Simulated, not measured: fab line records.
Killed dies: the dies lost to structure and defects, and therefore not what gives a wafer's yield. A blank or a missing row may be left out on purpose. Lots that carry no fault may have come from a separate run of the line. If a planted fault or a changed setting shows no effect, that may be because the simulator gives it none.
Matching of chambers -- flow nand-harc -- NHARC_A_CHANNEL_FILL_D2_ALD_16 on ald-hk-01 has 4 sister chambers
The step deposits SiO2, target thk 1.5 nm, pulse time 10 s, ald cycles 15. 4 wafers are shown with their chamber, then 7 later ones without.

## WAFERS, EACH WITH ITS CHAMBER
wafer,chamber,heater-power-w (W)
L911.5,3,466
L913.1,0,425
L916.1,1,419
L916.4,2,466

## WAFERS MISSING THEIR CHAMBER
wafer,heater-power-w (W)
L916.5,470
L917.1,414
L917.2,477
L917.4,415
L919.1,408
L919.5,383
L919.6,419

## THE CHAMBER EACH PASSED THROUGH
wafer,from the rows above,in truth
L916.5,can't be placed: 2 or 3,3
L917.1,can't be placed: 1 or 0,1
L917.2,can't be placed: 2 or 3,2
L917.4,can't be placed: 1 or 0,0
L919.1,can't be placed: 1 or 0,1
L919.5,can't be placed: 1 or 0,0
L919.6,can't be placed: 1 or 0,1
Correct placement for 0 of the 7. Can't be placed from these rows: 7 (the true chamber is among the candidates in 7). 0 placed wrongly.
How it was worked out, from the rows above alone: a wafer's distance from a chamber is the root of the sum, over the readings, of the square of ((its reading less the chamber's mean) divided by the reading's scatter). The wafer belongs to the nearest chamber; if the next one is less than 2 further off, it can't be placed. For every chamber, the mean is computed from those of its wafers that are shown. The scatter (one wafer shown for each chamber): square how far every hidden wafer sits from the nearest shown wafer, average those squares and take the square root.
